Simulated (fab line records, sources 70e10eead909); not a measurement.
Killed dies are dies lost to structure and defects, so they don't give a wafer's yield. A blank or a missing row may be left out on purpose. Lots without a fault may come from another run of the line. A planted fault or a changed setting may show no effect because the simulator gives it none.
Which tool did it? | flow nand_harc | 24 lots, 72 wafers sampled, at 6 steps of a route of 1302

WHAT THE GAUGES READ, wafer by wafer
The record holds no reading of a measuring or inspecting step that can be judged against a usual standard deviation.

WHICH TOOL RAN EACH LOT (tool, then ch and the chambers of the sampled wafers, then the start)
lot  | NHARC_A_STAIRCASE_TRIM_16                     | NHARC_A_STAIRCASE_ETCH_25                     | NHARC_A_STAIRCASE_STRIP_175          | NHARC_A_STAIRCASE_TRIM_200                    | NHARC_A_STAIRCASE_STRIP_205          | NHARC_A_STAIRCASE_ETCH_236
L074 | rie_diel-02 ch 0,1,3, day 16 04:28 or earlier | rie_diel-02 ch 0,3, day 16 04:28 or earlier   | plasma_asher-01 ch 0,1, day 16 04:28 | rie_diel-02 ch 0,3, day 16 08:32 or earlier   | plasma_asher-01 ch 0,1, day 16 08:32 | rie_diel-03 ch 0,1,3, no start
L075 | rie_diel-11 ch 1,2, day 16 16:38 or earlier   | rie_diel-11 ch 0,1,2, day 16 16:38 or earlier | plasma_asher-01 ch 0,1, day 16 16:38 | rie_diel-03 ch 0,2,3, day 16 20:49 or earlier | plasma_asher-01 ch 0,1, day 16 20:49 | rie_diel-02 ch 0,1, no start
L076 | rie_diel-03 ch 0,2,3, day 16 16:55 or earlier | rie_diel-03 ch 0,2,3, day 16 16:55 or earlier | plasma_asher-02 ch 0,1, day 16 16:55 | rie_diel-02 ch 1,2,3, day 16 20:41 or earlier | plasma_asher-02 ch 0,1, day 16 20:41 | rie_diel-02 ch 0,1,2, no start
L077 | rie_diel-11 ch 0,2,3, day 17 02:16 or earlier | rie_diel-11 ch 0,1,2, day 17 02:16 or earlier | plasma_asher-01 ch 0,1, day 17 02:16 | rie_diel-11 ch 0,2,3, day 17 06:28 or earlier | plasma_asher-02 ch 0,1, day 17 06:28 | rie_diel-11 ch 0,1,2, no start
L078 | rie_diel-03 ch 0,1,2, day 17 23:17 or earlier | rie_diel-02 ch 1,2,3, day 17 23:17 or earlier | plasma_asher-01 ch 0,1, day 17 23:17 | rie_diel-11 ch 0,1,3, day 18 02:59 or earlier | plasma_asher-01 ch 0,1, day 18 02:59 | rie_diel-11 ch 1,2,3, no start
L079 | rie_diel-02 ch 1,2,3, day 18 08:18 or earlier | rie_diel-03 ch 0,1, day 18 08:18 or earlier   | plasma_asher-01 ch 0,1, day 18 08:18 | rie_diel-11 ch 0,1,2, day 18 12:10 or earlier | plasma_asher-01 ch 0,1, day 18 12:10 | rie_diel-11 ch 0,3, no start
L080 | rie_diel-02 ch 0,1,3, day 19 06:23 or earlier | rie_diel-02 ch 0,2, day 19 06:23 or earlier   | plasma_asher-02 ch 0,1, day 19 06:23 | rie_diel-03 ch 1,2,3, day 19 09:58 or earlier | plasma_asher-02 ch 0,1, day 19 09:58 | rie_diel-11 ch 1,2, no start
L081 | rie_diel-02 ch 1,2, day 19 11:13 or earlier   | rie_diel-02 ch 0,3, day 19 11:13 or earlier   | plasma_asher-02 ch 0,1, day 19 11:13 | rie_diel-11 ch 1,3, day 19 15:07 or earlier   | plasma_asher-01 ch 0,1, day 19 15:07 | rie_diel-02 ch 1,2,3, no start
L084 | rie_diel-03 ch 0,3, day 19 22:40 or earlier   | rie_diel-03 ch 0,1,2, day 19 22:40 or earlier | plasma_asher-01 ch 0,1, day 19 22:40 | rie_diel-11 ch 1,2, day 20 02:35 or earlier   | plasma_asher-01 ch 0,1, day 20 02:35 | rie_diel-11 ch 0,1,2, no start
L082 | rie_diel-11 ch 1,2, day 19 23:08 or earlier   | rie_diel-02 ch 1,2,3, day 19 23:08 or earlier | plasma_asher-01 ch 0,1, day 19 23:08 | rie_diel-02 ch 0,2,3, day 20 02:49 or earlier | plasma_asher-01 ch 0,1, day 20 02:49 | rie_diel-02 ch 0,3, no start
L083 | rie_diel-11 ch 0,2,3, day 20 05:43 or earlier | rie_diel-11 ch 0,1,3, day 20 05:43 or earlier | plasma_asher-02 ch 0,1, day 20 05:43 | rie_diel-02 ch 0,1,2, day 20 09:46 or earlier | plasma_asher-02 ch 0,1, day 20 09:46 | rie_diel-11 ch 0,1,3, no start
L085 | rie_diel-11 ch 0,1,3, day 20 20:48 or earlier | rie_diel-03 ch 0,1,2, day 20 20:48 or earlier | plasma_asher-02 ch 0,1, day 20 20:48 | rie_diel-11 ch 0,1,3, day 21 01:03 or earlier | plasma_asher-02 ch 0,1, day 21 01:03 | rie_diel-02 ch 0,1,2, no start
L086 | rie_diel-11 ch 1,3, day 20 18:22 or earlier   | rie_diel-11 ch 0,1,3, day 20 18:22 or earlier | plasma_asher-02 ch 0,1, day 20 18:22 | rie_diel-03 ch 0,3, day 20 21:56 or earlier   | plasma_asher-01 ch 0,1, day 20 21:56 | rie_diel-02 ch 1,2,3, no start
L087 | rie_diel-03 ch 0,2, day 21 00:08 or earlier   | rie_diel-03 ch 0,3, day 21 00:08 or earlier   | plasma_asher-01 ch 0,1, day 21 00:08 | rie_diel-11 ch 0,1, day 21 04:05 or earlier   | plasma_asher-01 ch 0,1, day 21 04:05 | rie_diel-11 ch 1,2,3, no start
L088 | rie_diel-02 ch 0,1, day 22 11:02 or earlier   | rie_diel-02 ch 1,2, day 22 11:02 or earlier   | plasma_asher-01 ch 0,1, day 22 11:02 | rie_diel-02 ch 1,2,3, day 22 14:58 or earlier | plasma_asher-01 ch 0,1, day 22 14:58 | rie_diel-03 ch 2,3, no start
L089 | rie_diel-11 ch 1,3, day 22 11:20 or earlier   | rie_diel-03 ch 0,1,3, day 22 11:20 or earlier | plasma_asher-02 ch 0,1, day 22 11:20 | rie_diel-11 ch 2,3, day 22 17:59 or earlier   | plasma_asher-02 ch 0,1, day 22 17:59 | rie_diel-11 ch 1,3, no start
L091 | rie_diel-02 ch 0,2,3, day 22 18:46 or earlier | rie_diel-11 ch 1,2,3, day 22 18:46 or earlier | plasma_asher-02 ch 0,1, day 22 18:46 | rie_diel-03 ch 1,2,3, day 22 22:32 or earlier | plasma_asher-02 ch 0,1, day 22 22:32 | rie_diel-11 ch 1,2,3, no start
L090 | rie_diel-02 ch 2,3, day 22 23:28 or earlier   | rie_diel-02 ch 0,2, day 22 23:28 or earlier   | plasma_asher-02 ch 0,1, day 22 23:28 | rie_diel-11 ch 1,2, day 23 05:43 or earlier   | plasma_asher-01 ch 0,1, day 23 05:43 | rie_diel-03 ch 0,2,3, no start
L092 | rie_diel-03 ch 0,3, day 23 07:38 or earlier   | rie_diel-02 ch 0,3, day 23 07:38 or earlier   | plasma_asher-02 ch 0,1, day 23 07:38 | rie_diel-02 ch 0,3, day 23 11:12 or earlier   | plasma_asher-01 ch 0,1, day 23 11:12 | rie_diel-02 ch 1,3, no start
L093 | rie_diel-02 ch 0,1,2, day 24 05:43 or earlier | rie_diel-02 ch 0,1,2, day 24 05:43 or earlier | plasma_asher-01 ch 0,1, day 24 05:43 | rie_diel-02 ch 0,1,3, day 24 09:28 or earlier | plasma_asher-01 ch 0,1, day 24 09:28 | rie_diel-03 ch 0,1,2, no start
L094 | rie_diel-11 ch 1,2,3, day 24 10:40 or earlier | rie_diel-03 ch 1,2,3, day 24 10:40 or earlier | plasma_asher-02 ch 0,1, day 24 10:40 | rie_diel-03 ch 0,1, day 24 14:46 or earlier   | plasma_asher-01 ch 0,1, day 24 14:46 | rie_diel-02 ch 1,2,3, no start
L096 | rie_diel-03 ch 2,3, day 24 19:03 or earlier   | rie_diel-02 ch 0,2,3, day 24 19:03 or earlier | plasma_asher-01 ch 0,1, day 24 19:03 | rie_diel-11 ch 0,1,2, day 24 23:05 or earlier | plasma_asher-01 ch 0,1, day 24 23:05 | rie_diel-11 ch 0,1,2, no start
L095 | rie_diel-11 ch 0,1,2, day 24 19:20 or earlier | rie_diel-11 ch 1,2,3, day 24 19:20 or earlier | plasma_asher-01 ch 0,1, day 24 19:20 | rie_diel-03 ch 0,3, day 24 23:22 or earlier   | plasma_asher-01 ch 0,1, day 24 23:22 | rie_diel-11 ch 0,1, no start
L097 | rie_diel-11 ch 0,2, day 25 06:04 or earlier   | rie_diel-02 ch 0,1,3, day 25 06:04 or earlier | plasma_asher-01 ch 0,1, day 25 06:04 | rie_diel-02 ch 0,1,3, day 25 13:44 or earlier | plasma_asher-01 ch 0,1, day 25 13:44 | rie_diel-11 ch 1,2,3, no start
- NHARC_A_STAIRCASE_TRIM_16: chemistry O2, time 211.2 s.
- NHARC_A_STAIRCASE_ETCH_25: etches the open film in C4F8/O2, target depth 100 nm, time 40.5 s.
- NHARC_A_STAIRCASE_STRIP_175: strips in O2.
- NHARC_A_STAIRCASE_TRIM_200: chemistry O2, time 211.2 s.
- NHARC_A_STAIRCASE_STRIP_205: strips in O2.
- NHARC_A_STAIRCASE_ETCH_236: etches the open film in C4F8/O2, target depth 100 nm, time 40.5 s.

WHAT THE TOOLS THEMSELVES READ (means of the sampled wafers that have a number; where no wafer has one, the mark that the record gives instead)
NHARC_A_STAIRCASE_TRIM_16. Usual: drypump_motor_current_A 5.6 A, standard deviation 0.42; oes_product_au 0.996 a.u., standard deviation 0.011; rf_vpp_V 57.7 V, standard deviation 0.99; showerhead_plenum_p_Torr 3.46 Torr, standard deviation 0.14; throttle_valve_pct 17.037 %, standard deviation 0.0088.
lot  | tool        | drypump_motor_current_A (A) | oes_product_au (a.u.) | rf_vpp_V (V) | showerhead_plenum_p_Torr (Torr) | throttle_valve_pct (%) | flag
L074 | rie_diel-02 | 5.5                         | 0.997                 | 57.9         | 3.60                            | 17.031                 |
L075 | rie_diel-11 | 5.5                         | 1.004                 | 57.6         | 3.33                            | 17.046                 |
L076 | rie_diel-03 | 5.6                         | 0.987                 | 57.5         | 3.52                            | 17.030                 |
L077 | rie_diel-11 | 5.8                         | 0.997                 | 58.4         | 3.41                            | 17.042                 |
L078 | rie_diel-03 | 5.8                         | 0.980                 | 58.7         | 3.44                            | 17.032                 |
L079 | rie_diel-02 | 5.5                         | 0.998                 | 58.5         | 3.58                            | 17.038                 |
L080 | rie_diel-02 | 5.5                         | 0.997                 | 57.0         | 3.59                            | 17.040                 |
L081 | rie_diel-02 | 5.3                         | 0.995                 | 58.7         | 3.60                            | 17.030                 |
L084 | rie_diel-03 | 5.4                         | 0.986                 | 57.8         | 3.48                            | 17.035                 |
L082 | rie_diel-11 | 5.5                         | 1.010                 | 57.1         | 3.32                            | 17.037                 |
L083 | rie_diel-11 | 5.8                         | 1.008                 | 57.9         | 3.40                            | 17.035                 |
L085 | rie_diel-11 | 5.9                         | 1.005                 | 57.6         | 3.36                            | 17.044                 |
L086 | rie_diel-11 | 5.7                         | 1.017                 | 56.7         | 3.31                            | 17.043                 |
L087 | rie_diel-03 | 5.9                         | 0.974                 | 57.8         | 3.52                            | 17.037                 |
L088 | rie_diel-02 | 5.6                         | 0.986                 | 57.9         | 3.61                            | 17.039                 |
L089 | rie_diel-11 | 5.7                         | 1.004                 | 57.7         | 3.30                            | 17.031                 |
L091 | rie_diel-02 | 5.1                         | 0.994                 | 57.6         | 3.49                            | 17.037                 |
L090 | rie_diel-02 | 5.1                         | 0.997                 | 57.3         | 3.45                            | 17.041                 |
L092 | rie_diel-03 | 5.4                         | 0.997                 | 57.8         | 3.47                            | 17.042                 |
L093 | rie_diel-02 | 5.5                         | 0.990                 | 57.9         | 3.59                            | 17.042                 |
L094 | rie_diel-11 | 5.6                         | 1.001                 | 57.0         | 3.33                            | 17.044                 |
L096 | rie_diel-03 | 5.4                         | 1.002                 | 57.8         | 3.47                            | 17.038                 |
L095 | rie_diel-11 | 5.7                         | 1.000                 | 57.8         | 3.36                            | 17.033                 |
L097 | rie_diel-11 | 6.0                         | 0.996                 | 57.3         | 3.41                            | 17.038                 |

NHARC_A_STAIRCASE_ETCH_25. Usual: oes_product_au 0.940 a.u., standard deviation 0.011; rf_fwd_power_W 592.4 W, standard deviation 2.6; rf_vpp_V 895 V, standard deviation 4.9.
lot  | tool        | oes_product_au (a.u.) | rf_fwd_power_W (W) | rf_vpp_V (V) | flag
L074 | rie_diel-02 | 0.949                 | 593.3              | 894          |
L075 | rie_diel-11 | 0.941                 | 591.8              | 890          |
L076 | rie_diel-03 | 0.938                 | 589.3              | 895          |
L077 | rie_diel-11 | 0.937                 | 590.6              | 891          |
L078 | rie_diel-02 | 0.942                 | 594.0              | 897          |
L079 | rie_diel-03 | 0.927                 | 594.0              | 890          |
L080 | rie_diel-02 | 0.944                 | 594.5              | 897          |
L081 | rie_diel-02 | 0.949                 | 594.7              | 894          |
L084 | rie_diel-03 | 0.933                 | 593.2              | 892          |
L082 | rie_diel-02 | 0.937                 | 593.7              | 898          |
L083 | rie_diel-11 | 0.937                 | 590.9              | 890          |
L085 | rie_diel-03 | 0.941                 | 593.5              | 900          |
L086 | rie_diel-11 | 0.952                 | 591.7              | 890          |
L087 | rie_diel-03 | 0.922                 | 588.9              | 894          |
L088 | rie_diel-02 | 0.937                 | 592.1              | 897          |
L089 | rie_diel-03 | 0.946                 | 591.3              | 898          |
L091 | rie_diel-11 | 0.950                 | 590.8              | 889          |
L090 | rie_diel-02 | 0.943                 | 593.1              | 895          |
L092 | rie_diel-02 | 0.954                 | 592.5              | 896          |
L093 | rie_diel-02 | 0.929                 | 595.4              | 898          |
L094 | rie_diel-03 | 0.941                 | 590.3              | 898          |
L096 | rie_diel-02 | 0.938                 | 594.7              | 894          |
L095 | rie_diel-11 | 0.950                 | 592.4              | 888          |
L097 | rie_diel-02 | 0.952                 | 595.1              | 897          |

NHARC_A_STAIRCASE_STRIP_175. Usual: drypump_motor_current_A 5.6 A, standard deviation 0.46; heater_power_w 383 W, standard deviation 34.
lot  | tool            | drypump_motor_current_A (A) | heater_power_w (W) | flag
L074 | plasma_asher-01 | 6.0                         | 358                |
L075 | plasma_asher-01 | 6.1                         | 352                |
L076 | plasma_asher-02 | 5.1                         | 415                |
L077 | plasma_asher-01 | 6.0                         | 366                |
L078 | plasma_asher-01 | 6.0                         | 371                |
L079 | plasma_asher-01 | 6.1                         | 357                |
L080 | plasma_asher-02 | 5.2                         | 411                |
L081 | plasma_asher-02 | 5.2                         | 412                |
L084 | plasma_asher-01 | 6.0                         | 366                |
L082 | plasma_asher-01 | 6.0                         | 356                |
L083 | plasma_asher-02 | 5.2                         | 414                |
L085 | plasma_asher-02 | 5.1                         | 414                |
L086 | plasma_asher-02 | 5.1                         | 407                |
L087 | plasma_asher-01 | 6.0                         | 349                |
L088 | plasma_asher-01 | 6.0                         | 357                |
L089 | plasma_asher-02 | 5.1                         | 411                |
L091 | plasma_asher-02 | 5.1                         | 417                |
L090 | plasma_asher-02 | 5.1                         | 419                |
L092 | plasma_asher-02 | 5.2                         | 411                |
L093 | plasma_asher-01 | 6.0                         | 370                |
L094 | plasma_asher-02 | 5.1                         | 408                |
L096 | plasma_asher-01 | 6.0                         | 345                |
L095 | plasma_asher-01 | 6.0                         | 342                |
L097 | plasma_asher-01 | 6.0                         | 370                |

NHARC_A_STAIRCASE_TRIM_200. Usual: drypump_motor_current_A 5.6 A, standard deviation 0.42; oes_product_au 0.998 a.u., standard deviation 0.0091; rf_vpp_V 57.7 V, standard deviation 0.87; showerhead_plenum_p_Torr 3.47 Torr, standard deviation 0.14; throttle_valve_pct 17.037 %, standard deviation 0.01.
lot  | tool        | drypump_motor_current_A (A) | oes_product_au (a.u.) | rf_vpp_V (V) | showerhead_plenum_p_Torr (Torr) | throttle_valve_pct (%) | flag
L074 | rie_diel-02 | 5.2                         | 1.005                 | 57.7         | 3.49                            | 17.035                 |
L075 | rie_diel-03 | 5.6                         | 0.992                 | 57.6         | 3.51                            | 17.043                 |
L076 | rie_diel-02 | 5.5                         | 0.996                 | 58.0         | 3.58                            | 17.032                 |
L077 | rie_diel-11 | 5.8                         | 0.990                 | 58.1         | 3.41                            | 17.049                 |
L078 | rie_diel-11 | 6.0                         | 0.993                 | 57.4         | 3.37                            | 17.033                 |
L079 | rie_diel-11 | 5.7                         | 1.002                 | 58.7         | 3.38                            | 17.033                 |
L080 | rie_diel-03 | 5.5                         | 0.991                 | 57.7         | 3.41                            | 17.039                 |
L081 | rie_diel-11 | 5.8                         | 1.001                 | 57.8         | 3.34                            | 17.028                 |
L084 | rie_diel-11 | 5.5                         | 1.003                 | 57.6         | 3.32                            | 17.030                 |
L082 | rie_diel-02 | 5.1                         | 1.002                 | 58.2         | 3.50                            | 17.038                 |
L083 | rie_diel-02 | 5.5                         | 1.000                 | 57.9         | 3.61                            | 17.038                 |
L085 | rie_diel-11 | 5.9                         | 1.006                 | 57.0         | 3.36                            | 17.044                 |
L086 | rie_diel-03 | 5.4                         | 0.989                 | 58.1         | 3.48                            | 17.036                 |
L087 | rie_diel-11 | 6.1                         | 0.999                 | 57.9         | 3.39                            | 17.047                 |
L088 | rie_diel-02 | 5.4                         | 0.998                 | 57.3         | 3.56                            | 17.033                 |
L089 | rie_diel-11 | 5.5                         | 1.000                 | 57.6         | 3.37                            | 17.033                 |
L091 | rie_diel-03 | 5.5                         | 1.000                 | 58.3         | 3.58                            | 17.037                 |
L090 | rie_diel-11 | 5.4                         | 1.008                 | 56.8         | 3.34                            | 17.041                 |
L092 | rie_diel-02 | 5.3                         | 1.002                 | 57.6         | 3.46                            | 17.034                 |
L093 | rie_diel-02 | 5.6                         | 0.994                 | 59.1         | 3.56                            | 17.032                 |
L094 | rie_diel-03 | 5.9                         | 0.990                 | 58.7         | 3.70                            | 17.040                 |
L096 | rie_diel-11 | 5.7                         | 1.006                 | 56.6         | 3.36                            | 17.031                 |
L095 | rie_diel-03 | 5.4                         | 0.993                 | 57.8         | 3.46                            | 17.046                 |
L097 | rie_diel-02 | 5.5                         | 1.004                 | 57.7         | 3.56                            | 17.038                 |

NHARC_A_STAIRCASE_STRIP_205. Usual: drypump_motor_current_A 5.8 A, standard deviation 0.42; heater_power_w 374 W, standard deviation 36.
lot  | tool            | drypump_motor_current_A (A) | heater_power_w (W) | flag
L074 | plasma_asher-01 | 6.0                         | 370                |
L075 | plasma_asher-01 | 6.0                         | 357                |
L076 | plasma_asher-02 | 5.2                         | 403                |
L077 | plasma_asher-02 | 5.2                         | 404                |
L078 | plasma_asher-01 | 6.0                         | 352                |
L079 | plasma_asher-01 | 6.0                         | 352                |
L080 | plasma_asher-02 | 5.2                         | 413                |
L081 | plasma_asher-01 | 6.0                         | 357                |
L084 | plasma_asher-01 | 5.9                         | 368                |
L082 | plasma_asher-01 | 6.0                         | 360                |
L083 | plasma_asher-02 | 5.2                         | 407                |
L085 | plasma_asher-02 | 5.2                         | 411                |
L086 | plasma_asher-01 | 6.0                         | 362                |
L087 | plasma_asher-01 | 6.0                         | 366                |
L088 | plasma_asher-01 | 6.0                         | 348                |
L089 | plasma_asher-02 | 5.2                         | 410                |
L091 | plasma_asher-02 | 5.2                         | 414                |
L090 | plasma_asher-01 | 6.0                         | 369                |
L092 | plasma_asher-01 | 6.0                         | 378                |
L093 | plasma_asher-01 | 6.0                         | 368                |
L094 | plasma_asher-01 | 6.0                         | 368                |
L096 | plasma_asher-01 | 6.0                         | 345                |
L095 | plasma_asher-01 | 6.1                         | 344                |
L097 | plasma_asher-01 | 6.0                         | 367                |

NHARC_A_STAIRCASE_ETCH_236. Usual: oes_product_au 0.941 a.u., standard deviation 0.0098; rf_fwd_power_W 592.0 W, standard deviation 2.4; rf_vpp_V 893 V, standard deviation 5.1.
lot  | tool        | oes_product_au (a.u.) | rf_fwd_power_W (W) | rf_vpp_V (V) | flag
L074 | rie_diel-03 | 0.929                 | 591.3              | 893          |
L075 | rie_diel-02 | 0.940                 | 591.7              | 902          |
L076 | rie_diel-02 | 0.939                 | 592.5              | 899          |
L077 | rie_diel-11 | 0.951                 | 590.1              | 890          |
L078 | rie_diel-11 | 0.945                 | 591.2              | 889          |
L079 | rie_diel-11 | 0.926                 | 591.2              | 892          |
L080 | rie_diel-11 | 0.943                 | 588.6              | 890          |
L081 | rie_diel-02 | 0.935                 | 593.2              | 897          |
L084 | rie_diel-11 | 0.947                 | 591.0              | 891          |
L082 | rie_diel-02 | 0.942                 | 593.7              | 895          |
L083 | rie_diel-11 | 0.950                 | 593.6              | 889          |
L085 | rie_diel-02 | 0.944                 | 593.9              | 898          |
L086 | rie_diel-02 | 0.940                 | 596.0              | 898          |
L087 | rie_diel-11 | 0.940                 | 593.1              | 890          |
L088 | rie_diel-03 | 0.945                 | 591.0              | 895          |
L089 | rie_diel-11 | 0.945                 | 590.8              | 889          |
L091 | rie_diel-11 | 0.937                 | 592.0              | 888          |
L090 | rie_diel-03 | 0.927                 | 589.9              | 895          |
L092 | rie_diel-02 | 0.936                 | 594.3              | 896          |
L093 | rie_diel-03 | 0.949                 | 591.2              | 898          |
L094 | rie_diel-02 | 0.932                 | 593.7              | 897          |
L096 | rie_diel-11 | 0.939                 | 590.8              | 889          |
L095 | rie_diel-11 | 0.934                 | 592.7              | 890          |
L097 | rie_diel-11 | 0.935                 | 592.6              | 888          |

THE ANSWER, worked out from the rows above alone
Rule: a lot is off if the mean of its wafers that have a number lies more than 3 standard deviations from the usual mean. A lot without any number at a reading at which 4 lots or more have one is off too. The other lots that the step has rows for count as sound. The gauges are gone through in route order, then the tools' own readings, and for those a lot's mean is taken as printed above. The first step at which some lot is off is used, and at that step the reading that is off furthest; a lot without a number counts as furthest.
No lot is off at any reading shown: from this, nothing can be told.

WHAT THE SIMULATOR HAD PUT IN
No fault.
